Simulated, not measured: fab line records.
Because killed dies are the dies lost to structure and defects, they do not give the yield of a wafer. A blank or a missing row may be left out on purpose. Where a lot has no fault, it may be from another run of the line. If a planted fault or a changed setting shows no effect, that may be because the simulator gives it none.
Matching of chambers | flow n5Finfet | 4 sister chambers for N5_STI_FIN_REVEAL_ETCHBACK_08 on rieDiel-04
The step etches SiO2 in C4F6/O2, target depth 30.5 nm, time 10.167 s. 18 wafers are shown with their chamber, then 9 later ones without.

## WAFERS PAIRED WITH THEIR CHAMBERS
wafer  | chamber | showerheadPlenumPTorr (Torr) | drypumpMotorCurrentA (A) | rfVppV (V)
L075.2 | 2       | 2.73                         | 5.9                      | 661
L075.4 | 0       | 2.81                         | 5.7                      | 678
L075.5 | 2       | 2.73                         | 5.9                      | 662
L080.2 | 3       | 2.95                         | 6.0                      | 660
L080.3 | 0       | 2.81                         | 5.7                      | 678
L080.6 | 3       | 2.95                         | 5.9                      | 662
L081.1 | 2       | 2.73                         | 5.9                      | 663
L081.3 | 0       | 2.81                         | 5.7                      | 677
L081.6 | 3       | 2.95                         | 6.0                      | 662
L084.1 | 0       | 2.80                         | 5.7                      | 678
L084.5 | 2       | 2.72                         | 5.9                      | 662
L084.6 | 1       | 3.01                         | 6.4                      | 678
L088.1 | 2       | 2.72                         | 5.9                      | 663
L088.2 | 1       | 3.01                         | 6.4                      | 679
L088.4 | 1       | 3.01                         | 6.4                      | 679
L090.1 | 3       | 2.94                         | 5.9                      | 661
L090.4 | 1       | 3.01                         | 6.4                      | 679
L090.6 | 3       | 2.94                         | 6.0                      | 662

SIGNATURES (means of the wafers above)
reading               | chamber 0 | chamber 1 | chamber 2 | chamber 3 | scatter within a chamber
showerheadPlenumPTorr | 2.8075    | 3.0100    | 2.7260    | 2.9460    | 0.00474
drypumpMotorCurrentA  | 5.700     | 6.400     | 5.900     | 5.960     | 0.0293
rfVppV                | 677.75    | 678.75    | 662.20    | 661.40    | 0.732
Rule: distance of a wafer from a chamber = root of the sum over the readings of ((wafer's reading minus chamber's mean) / reading's scatter) squared. The wafer belongs to the nearest chamber; if the next one is less than 2 further off, it can't be placed. The scatter: the root of (the sum of the squares of (reading less its chamber's mean) over the shown wafers, divided by (wafers less chambers)).

## WAFERS WITHOUT THEIR CHAMBER
wafer  | showerheadPlenumPTorr (Torr) | drypumpMotorCurrentA (A) | rfVppV (V)
L092.1 | 2.72                         | 5.9                      | 663
L092.2 | 2.94                         | 5.9                      | 660
L092.4 | 3.00                         | 6.4                      | 679
L096.1 | 2.71                         | 5.9                      | 662
L096.5 | 2.93                         | 5.9                      | 661
L096.6 | 2.71                         | 5.9                      | 661
L097.1 | 2.93                         | 6.0                      | 662
L097.2 | 2.71                         | 5.9                      | 663
L097.6 | 2.79                         | 5.7                      | 677

## CHAMBER TAKEN BY EACH
wafer  | from the rows above | in truth
L092.1 | 2                   | 2
L092.2 | 3                   | 3
L092.4 | 1                   | 1
L096.1 | 2                   | 2
L096.5 | 3                   | 3
L096.6 | 2                   | 2
L097.1 | 3                   | 3
L097.2 | 2                   | 2
L097.6 | 0                   | 0
Correctly placed: 9 of 9. Number that these rows cannot place: 0. Wrongly placed: 0.
